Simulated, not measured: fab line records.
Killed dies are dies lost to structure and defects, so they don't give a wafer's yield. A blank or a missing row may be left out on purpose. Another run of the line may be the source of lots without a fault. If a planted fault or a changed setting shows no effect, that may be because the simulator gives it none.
Which tool is to blame? || flow nand-harc || 6 lots, 18 wafers sampled, at 5 steps of a route of 1159

## WHAT THE GAUGES SHOWED, per wafer
NHARC_END_SORT_01.
lot || measured || on || killed-at-array

## TOOL THAT RAN EACH LOT (tool first, then ch and the chambers of the sampled wafers, then the start)
{"lot": "L247", "NHARC_A_STAIRCASE_STRIP_295": "rie-diel-13 ch 0,1, day 12 10:20 or earlier", "NHARC_A_STAIRCASE_STRIP_476": "rie-diel-11 ch 0,3, day 12 10:20", "NHARC_A_STAIRCASE_DEP_325": "pecvd-01 ch 0,2, day 13 15:03", "NHARC_A_STAIRCASE_STRIP_446": "plasma-asher-01 ch 0,1, day 14 01:48"}
{"lot": "L251", "NHARC_A_STAIRCASE_STRIP_295": "rie-diel-01 ch 0,2,3, day 13 06:44 or earlier", "NHARC_A_STAIRCASE_STRIP_476": "rie-diel-13 ch 0,1,2, day 13 06:44", "NHARC_A_STAIRCASE_DEP_325": "pecvd-01 ch 0,1,2, day 14 14:03", "NHARC_A_STAIRCASE_STRIP_446": "plasma-asher-02 ch 0,1, day 15 03:13"}
{"lot": "L253", "NHARC_A_STAIRCASE_STRIP_295": "rie-diel-13 ch 0,1,3, day 14 01:03 or earlier", "NHARC_A_STAIRCASE_STRIP_476": "rie-diel-01 ch 1,2,3, day 14 01:03", "NHARC_A_STAIRCASE_DEP_325": "pecvd-04 ch 0,1, day 15 06:26", "NHARC_A_STAIRCASE_STRIP_446": "plasma-asher-01 ch 0,1, day 15 16:46"}
{"lot": "L254", "NHARC_A_STAIRCASE_STRIP_295": "rie-diel-11 ch 0,2,3, day 14 04:31 or earlier", "NHARC_A_STAIRCASE_STRIP_476": "rie-diel-11 ch 0,2,3, day 14 04:31", "NHARC_A_STAIRCASE_DEP_325": "pecvd-04 ch 0,1, day 15 10:28", "NHARC_A_STAIRCASE_STRIP_446": "plasma-asher-01 ch 0,1, day 16 01:12"}
{"lot": "L261", "NHARC_A_STAIRCASE_STRIP_295": "rie-diel-13 ch 0,2,3, day 15 20:52 or earlier", "NHARC_A_STAIRCASE_STRIP_476": "rie-diel-11 ch 0,1,3, day 15 20:52", "NHARC_A_STAIRCASE_DEP_325": "pecvd-01 ch 0,2, day 17 02:10", "NHARC_A_STAIRCASE_STRIP_446": "plasma-asher-01 ch 0,1, day 17 13:19"}
{"lot": "L265", "NHARC_A_STAIRCASE_STRIP_295": "rie-diel-01 ch 0,1, day 16 23:42 or earlier", "NHARC_A_STAIRCASE_STRIP_476": "rie-diel-13 ch 0,1,2, day 16 23:42", "NHARC_A_STAIRCASE_DEP_325": "pecvd-02 ch 0,1,2, day 18 00:46", "NHARC_A_STAIRCASE_STRIP_446": "plasma-asher-02 ch 0,1, day 18 13:23"}
- NHARC_A_STAIRCASE_STRIP_295: strips in O2.
- NHARC_A_STAIRCASE_STRIP_476: strips in O2, time 20 s.
- NHARC_A_STAIRCASE_DEP_325: deposits SiO2, target thk 3800 nm.
- NHARC_A_STAIRCASE_STRIP_446: strips in O2.

## THE ANSWER, worked out from the rows above alone
Rule: the usual values come from the lots themselves. Put in order of their means at a reading, lots are off if they are a third of the lots or fewer, leave a main group of 4 or more, and stand apart from it by a gap of 3 or more times the standard deviation of the main group's means; of several such gaps the widest counts. A main group is skipped when, at the precision printed for the reading in the tables above, its means are all equal. Also off: a lot with no number at a reading for which 4 or more lots have one. Where the step has rows for the other lots, those lots are counted as sound.
None of the lots is off at any reading shown; this tells nothing.

## WHAT THE SIMULATOR PUT IN
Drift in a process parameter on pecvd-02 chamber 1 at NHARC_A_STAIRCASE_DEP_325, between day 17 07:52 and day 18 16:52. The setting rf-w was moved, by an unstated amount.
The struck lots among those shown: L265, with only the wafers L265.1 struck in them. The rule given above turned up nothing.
